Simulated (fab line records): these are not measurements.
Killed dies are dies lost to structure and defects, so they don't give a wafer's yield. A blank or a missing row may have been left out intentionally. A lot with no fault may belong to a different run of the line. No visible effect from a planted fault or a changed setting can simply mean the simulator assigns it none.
Split-lot experiment	flow n5Finfet	21 wafers read from 7 lots, route of 1938 steps

== ON THE SPLIT ==
At N5_BEOL_M8_COAT_22 (resist thk 30 nm), the setting spinRpm was moved away from the recipe's 1500 rpm on 5 of the 21 wafers read, by -9.1% to -7.9%. This setting was run at the recipe's value on the other wafers.

== FROM THE SPLIT TO THE READING: what the file shows between them, 4 steps ==
- N5_BEOL_M8_EBR_24
- N5_BEOL_M8_SOFTBAKE_23: time 60 s
- N5_BEOL_M8_EXPOSE_25: exposes mask V7, target cd 40 nm
- N5_BEOL_M8_PEB_26: peb time 60 s

== THE READING ==
CAR-EUV_of_BEOL_M8_COAT_22.thkNm (the simulator's own value, which no gauge read), in nm, at N5_BEOL_M8_DEVELOP_27 (develop time 30 s). The file does not state a usual value for it. Here, 16 wafers ran the recipe; their average is 29.6 nm with a standard deviation of 0.097 nm.

wafer	tool, chamber at the split	spinRpm as run, rpm	against the recipe	CAR-EUV_of_BEOL_M8_COAT_22.thkNm, nm	against lot-mates on the recipe
L074.1	lithoTrack-01, 0	1500	recipe	29.8	-
L074.2	lithoTrack-01, 0	1500	recipe	29.6	-
L074.3	lithoTrack-01, 0	1500	recipe	29.6	-
L076.2	lithoTrack-01, 0	1381	-7.9%	30.8	+1.2
L076.3	lithoTrack-01, 0	1381	-7.9%	30.8	+1.2
L076.6	lithoTrack-01, 0	1500	recipe	29.6	-
L080.1	lithoTrack-03, 0	1500	recipe	29.6	-
L080.3	lithoTrack-03, 0	1500	recipe	29.6	-
L080.6	lithoTrack-03, 0	1500	recipe	29.6	-
L078.4	lithoTrack-03, 0	1500	recipe	29.6	-
L078.5	lithoTrack-03, 0	1500	recipe	29.6	-
L078.6	lithoTrack-03, 0	1500	recipe	29.6	-
L084.1	lithoTrack-03, 0	1500	recipe	29.6	-
L084.2	lithoTrack-03, 0	1500	recipe	29.4	-
L084.4	lithoTrack-03, 0	1500	recipe	29.4	-
L089.2	lithoTrack-01, 0	1364	-9.1%	31.2	+1.6
L089.4	lithoTrack-01, 0	1500	recipe	29.6	-
L089.6	lithoTrack-01, 0	1364	-9.1%	31	+1.4
L093.2	lithoTrack-03, 0	1500	recipe	29.4	-
L093.5	lithoTrack-03, 0	1500	recipe	29.6	-
L093.6	lithoTrack-03, 0	1377	-8.2%	30.8	+1.3

THE FIT
A straight line over all 21 wafers: CAR-EUV_of_BEOL_M8_COAT_22.thkNm changes by -0.16 nm for each +1% of spinRpm; r = -0.99; the points scatter about the line by 0.1 nm.
The same after taking each lot's own level away (the mean of its wafers on the recipe; 21 wafers): -0.159 nm for each +1%; r = -0.99; scatter 0.075 nm.
That fit puts the effect of the largest move of spinRpm on the reading at 1.4 nm.
Across the lots, their own levels run from 29.47 to 29.67 nm, a range of 2.1 times the standard deviation given above.
The two slopes are in agreement: the lot-to-lot level therefore moves the slope only a little.
Check: +1.4 nm against its lot-mates is what the line predicts for one of the wafers moved furthest among these (-9.1%) when that wafer is left out of the fit. Against them it came out at +1.6 nm.

== OTHER SPLITS ON THESE WAFERS ==
These wafers also went through other splits before the reading. Each is held against what the fit with the lots' levels taken away leaves over:
other split on the same wafers	wafers away from the commonest value	r with CAR-EUV_of_BEOL_M8_COAT_22.thkNm (lot level and that fit taken away)
N5_BEOL_M7_ETCH_41 sourceW	5	-0.02

== THE WHOLE CHAIN: every reading that the file lists as answering this split, in the file's order ==
step	what it does	reading	change (the file's fit)	r (the file's)
N5_BEOL_M8_COAT_22	resist thk 30 nm	CAR-EUV_of_BEOL_M8_COAT_22.thkNm (the simulator's own value, which no gauge read)	-0.15 nm for each +1% of the setting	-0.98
N5_BEOL_M8_DEVELOP_27	develop time 30 s	CAR-EUV_of_BEOL_M8_COAT_22.thkNm (the simulator's own value, which no gauge read)	-0.159 nm for each +1% of the setting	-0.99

== THE FILE'S OWN FIT ==
CAR-EUV_of_BEOL_M8_COAT_22.thkNm changes by -0.159 nm for each +1% of spinRpm, r = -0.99.
